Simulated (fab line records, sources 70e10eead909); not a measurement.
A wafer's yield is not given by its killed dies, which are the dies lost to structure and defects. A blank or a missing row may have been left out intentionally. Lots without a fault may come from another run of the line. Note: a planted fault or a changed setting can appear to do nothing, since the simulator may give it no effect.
Problem report in the 8D (eight disciplines) form, filled by code | flow nandHarc | the parts of the form that need people (team, actions taken, sign-off) are left out

== 1. THE PROBLEM ==
runLengthS at NHARC_THIN_TSV_ETCHBACK_48 reads a mean of 328.8 s on 1 wafer of 1 lot; wafers without a fault read 426.5 s with a standard deviation of 0.54. That is -99 or more standard deviations from the usual mean.
The step: etches the open film in C4F8/Ar, target depth 1028.5 nm, time 405.17 s.
First observed at day 21 01:23: wafer L584.2, on rieDiel-10. The record has a number at this step for 39 wafers belonging to 13 lots. Rule for "out", or "out of limits": more than 4 standard deviations from the usual mean. The rest of the wafers with a number are treated as sound.

== 2. WHAT IT IS, WHAT IT ISN'T ==
question                    | is                | is not
which readings at this step | runLengthS        | chamberPressureMTorr, oesProductAu, rfVppV
which lots                  | L584              | L576, L577, L580, L581, L582, L583, L591, L594, L596, L597, L598, L599
which wafers of those lots  | L584.2            | L584.1, L584.3
read on which tools         | rieDiel-10        | rieDiel-02, rieDiel-11
when                        | from day 21 01:23 | up to then (17 sound wafers); but 21 sound wafers of L582, L591, L594, L596, L597, L598, L599 came after

== 3. THE SUSPECTS, EACH WITH WHAT RULES IT OUT ==
Counting: any tool at a process step up to the reading remains a suspect provided it ran every lot that is out. Sound lots after the first of them don't rule it out here, since some wafers of a struck lot are sound.
- pvdSputter-01 at NHARC_A_M1_PVD_21 (deposits Cu, target thk 30 nm, time 20.49 s): kept. The lot that is out, L584, ran on it at day 20 04:25; the last sound lot it ran before that was L583, at day 19 20:44. NHARC_A_M1_PVD_21 gives no start for some lots, so the hours and the order of its lots are those of NHARC_A_M1_INSPECT_27.
- pvdSputter-02 at NHARC_A_BONDPAD_PRE_CLEAN_26 (time 30 s): kept. It ran the lot that is out, L584 (day 21 01:23). NHARC_A_BONDPAD_PRE_CLEAN_26 gives no start for some lots, so the hours and the order of its lots are those of NHARC_THIN_TSV_ETCHBACK_48.
- rieDiel-10 at NHARC_THIN_TSV_ETCHBACK_48 (etches the open film in C4F8/Ar, target depth 1028.5 nm, time 405.17 s): kept. The lot that is out, L584, ran on it at day 21 01:23; the last sound lot it ran before that was L580, at day 19 09:36. Its own runLengthS readings are out on those wafers.
- In rieDiel-10 at NHARC_THIN_TSV_ETCHBACK_48, the wafers that are out were processed in chamber 2 and their sound lot-mates in chambers 0, 1.
After the count, these remain: pvdSputter-01 at NHARC_A_M1_PVD_21, pvdSputter-02 at NHARC_A_BONDPAD_PRE_CLEAN_26 and rieDiel-10 at NHARC_THIN_TSV_ETCHBACK_48.

== 4. THE CAUSE (what the simulator had put in) ==
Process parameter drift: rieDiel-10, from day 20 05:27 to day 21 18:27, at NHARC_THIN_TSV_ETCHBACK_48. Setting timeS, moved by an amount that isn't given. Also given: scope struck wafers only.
Of the 3 suspects that counting leaves, this tool is one.

== 5. THE CHAIN OF EFFECTS, in route order ==
One row per reading whose mean, taken over the struck wafers that have a number, lies over 3 standard deviations from the usual. Scope: only readings with a usual standard deviation given in the record; hours: median across lots of the time from each lot's start at the first step in this table that gives one to its start at this step; sigmas: change in usual standard deviations.
hours | step                       | reading    | usual   | on struck wafers | change | sigmas
0     | NHARC_THIN_TSV_ETCHBACK_48 | runLengthS | 426.5 s | 328.8            | -97.7  | -99 or more
Its process steps:
- NHARC_THIN_TSV_ETCHBACK_48: etches the open film in C4F8/Ar, target depth 1028.5 nm, time 405.17 s.

== 6. HOW IT WOULD HAVE BEEN CAUGHT EARLIER ==
In this record the first reading out of limits was taken at day 21 01:23, 20 hours after the fault began at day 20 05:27.
